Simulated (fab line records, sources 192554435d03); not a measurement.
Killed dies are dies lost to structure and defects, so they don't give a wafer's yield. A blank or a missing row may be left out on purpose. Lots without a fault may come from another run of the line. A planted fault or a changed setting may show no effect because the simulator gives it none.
Which tool did it? | flow n5_finfet | 24 lots, 72 wafers sampled, at 3 steps of a route of 1938

WHAT THE GAUGES READ, wafer by wafer
N5_BEOL_M1_INSPECT_13: inspects for defects (brightfield). Usual: raw_defect_count 393, standard deviation 92.
lot  | measured     | on                | raw_defect_count | flag
L074 | day 6 06:52  | defect_inspect-01 | 386 515 374      |
L075 | day 6 06:33  | defect_inspect-02 | 498 503 411      |
L076 | day 6 17:20  | defect_inspect-01 | 473 342 386      |
L077 | day 6 19:23  | defect_inspect-01 | 328 261 337      |
L078 | day 7 03:37  | defect_inspect-01 | 313 374 375      |
L079 | day 7 09:42  | defect_inspect-02 | 356 274 425      |
L080 | day 7 14:52  | defect_inspect-02 | 498 381 410      |
L081 | day 7 15:50  | defect_inspect-01 | 397 518 342      |
L082 | day 8 04:36  | defect_inspect-02 | 483 385 415      |
L083 | day 8 10:53  | defect_inspect-01 | 483 462 424      |
L084 | day 8 15:06  | defect_inspect-01 | 430 477 624      |
L085 | day 8 20:23  | defect_inspect-01 | 209 397 244      |
L087 | day 11 13:19 | defect_inspect-02 | 378 638 370      |
L088 | day 11 13:37 | defect_inspect-02 | 251 356 537      |
L086 | day 11 14:02 | defect_inspect-01 | 267 544 356      |
L095 | day 11 14:13 | defect_inspect-02 | 379 468 310      |
L089 | day 11 14:26 | defect_inspect-02 | 445 428 455      |
L096 | day 11 15:32 | defect_inspect-02 | 432 413 460      |
L091 | day 11 16:22 | defect_inspect-01 | 351 294 462      |
L090 | day 11 16:55 | defect_inspect-01 | 246 363 243      |
L093 | day 11 17:22 | defect_inspect-01 | 332 322 355      |
L094 | day 11 19:34 | defect_inspect-01 | 261 382 348      |
L092 | day 11 19:43 | defect_inspect-01 | 354 310 559      |
L097 | day 11 19:55 | defect_inspect-02 | 340 349 396      |

WHICH TOOL RAN EACH LOT (tool, then ch and the chambers of the sampled wafers, then the start)
lot  | N5_BEOL_M0_ALD_136                  | N5_BEOL_M0_SURFACE_TREAT_137
L074 | ald_metal-01 ch 0,1,2, day 6 02:13  | pvd_sputter-02, day 6 02:38
L075 | ald_metal-02 ch 0,1,2, day 6 02:18  | pvd_sputter-01, day 6 02:37
L076 | ald_metal-03 ch 0,1,3, day 6 13:13  | pvd_sputter-01, day 6 13:34
L077 | ald_metal-03 ch 0,1, day 6 16:29    | pvd_sputter-01, day 6 16:43
L078 | ald_metal-03 ch 2,3, day 6 23:03    | pvd_sputter-02, day 6 23:33
L079 | ald_metal-01 ch 2,3, day 7 04:58    | pvd_sputter-02, day 7 06:50
L080 | ald_metal-01 ch 0,1,3, day 7 09:46  | pvd_sputter-01, day 7 10:02
L081 | ald_metal-01 ch 0,3, day 7 12:06    | pvd_sputter-03, day 7 12:36
L082 | ald_metal-02 ch 2,3, day 8 00:56    | pvd_sputter-03, day 8 01:23
L083 | ald_metal-02 ch 0,2, day 8 04:44    | pvd_sputter-03, day 8 05:06
L084 | ald_metal-02 ch 0,1,2, day 8 10:24  | pvd_sputter-02, day 8 10:46
L085 | ald_metal-03 ch 1,3, day 8 14:53    | pvd_sputter-02, day 8 15:53
L087 | ald_metal-03 ch 0,3, day 11 10:37   | pvd_sputter-03, day 11 10:51
L088 | ald_metal-02 ch 1,3, day 11 11:07   | pvd_sputter-01, day 11 11:20
L086 | ald_metal-03 ch 1,2, day 11 11:16   | pvd_sputter-01, day 11 11:30
L095 | ald_metal-01 ch 1,2, day 11 11:20   | pvd_sputter-01, day 11 11:34
L089 | ald_metal-02 ch 0,1,3, day 11 11:43 | pvd_sputter-02, day 11 12:01
L096 | ald_metal-01 ch 0,3, day 11 12:50   | pvd_sputter-03, day 11 13:04
L091 | ald_metal-02 ch 0,1,3, day 11 13:38 | pvd_sputter-03, day 11 13:53
L090 | ald_metal-01 ch 0,2,3, day 11 13:55 | pvd_sputter-01, day 11 14:09
L093 | ald_metal-02 ch 0,1, day 11 14:10   | pvd_sputter-03, day 11 14:29
L094 | ald_metal-01 ch 0,3, day 11 15:26   | pvd_sputter-03, day 11 15:40
L092 | ald_metal-02 ch 0,1,3, day 11 15:28 | pvd_sputter-03, day 11 15:43
L097 | ald_metal-03 ch 0,3, day 11 16:00   | pvd_sputter-02, day 11 16:16
- N5_BEOL_M0_ALD_136: deposits TaN, pulse time 2 s, purge time 3 s, co reactant purge time 2 s.
- N5_BEOL_M0_SURFACE_TREAT_137

WHAT THE TOOLS THEMSELVES READ (means of the sampled wafers that have a number; where no wafer has one, the mark that the record gives instead)
N5_BEOL_M0_ALD_136. Usual: heater_power_w 433 W, standard deviation 43.
lot  | tool         | heater_power_w (W) | flag
L074 | ald_metal-01 | 441                |
L075 | ald_metal-02 | 411                |
L076 | ald_metal-03 | 447                |
L077 | ald_metal-03 | 446                |
L078 | ald_metal-03 | 433                |
L079 | ald_metal-01 | 457                |
L080 | ald_metal-01 | 449                |
L081 | ald_metal-01 | 418                |
L082 | ald_metal-02 | 379                |
L083 | ald_metal-02 | 418                |
L084 | ald_metal-02 | 406                |
L085 | ald_metal-03 | 414                |
L087 | ald_metal-03 | 474                |
L088 | ald_metal-02 | 385                |
L086 | ald_metal-03 | 464                |
L095 | ald_metal-01 | 468                |
L089 | ald_metal-02 | 403                |
L096 | ald_metal-01 | 431                |
L091 | ald_metal-02 | 399                |
L090 | ald_metal-01 | 425                |
L093 | ald_metal-02 | 422                |
L094 | ald_metal-01 | 408                |
L092 | ald_metal-02 | 404                |
L097 | ald_metal-03 | 450                |

N5_BEOL_M0_SURFACE_TREAT_137. Usual: ar_flow_sccm 30.00 sccm, standard deviation 0.084.
lot  | tool           | ar_flow_sccm (sccm) | flag
L074 | pvd_sputter-02 | 29.99               |
L075 | pvd_sputter-01 | 30.04               |
L076 | pvd_sputter-01 | 29.98               |
L077 | pvd_sputter-01 | 30.00               |
L078 | pvd_sputter-02 | 29.91               |
L079 | pvd_sputter-02 | 29.99               |
L080 | pvd_sputter-01 | 29.94               |
L081 | pvd_sputter-03 | 30.08               |
L082 | pvd_sputter-03 | 30.07               |
L083 | pvd_sputter-03 | 29.99               |
L084 | pvd_sputter-02 | 29.92               |
L085 | pvd_sputter-02 | 29.99               |
L087 | pvd_sputter-03 | 30.00               |
L088 | pvd_sputter-01 | 30.01               |
L086 | pvd_sputter-01 | 30.00               |
L095 | pvd_sputter-01 | 29.94               |
L089 | pvd_sputter-02 | 30.07               |
L096 | pvd_sputter-03 | 30.03               |
L091 | pvd_sputter-03 | 30.06               |
L090 | pvd_sputter-01 | 30.01               |
L093 | pvd_sputter-03 | 30.05               |
L094 | pvd_sputter-03 | 29.97               |
L092 | pvd_sputter-03 | 30.03               |
L097 | pvd_sputter-02 | 30.02               |

THE ANSWER, worked out from the rows above alone
Rule: a lot is off if the mean of its wafers that have a number lies more than 3 standard deviations from the usual mean. A lot without any number at a reading at which 4 lots or more have one is off too. The other lots that the step has rows for count as sound. The gauges are gone through in route order, then the tools' own readings, and for those a lot's mean is taken as printed above. The first step at which some lot is off is used, and at that step the reading that is off furthest; a lot without a number counts as furthest.
No lot is off at any reading shown: from this, nothing can be told.

WHAT THE SIMULATOR HAD PUT IN
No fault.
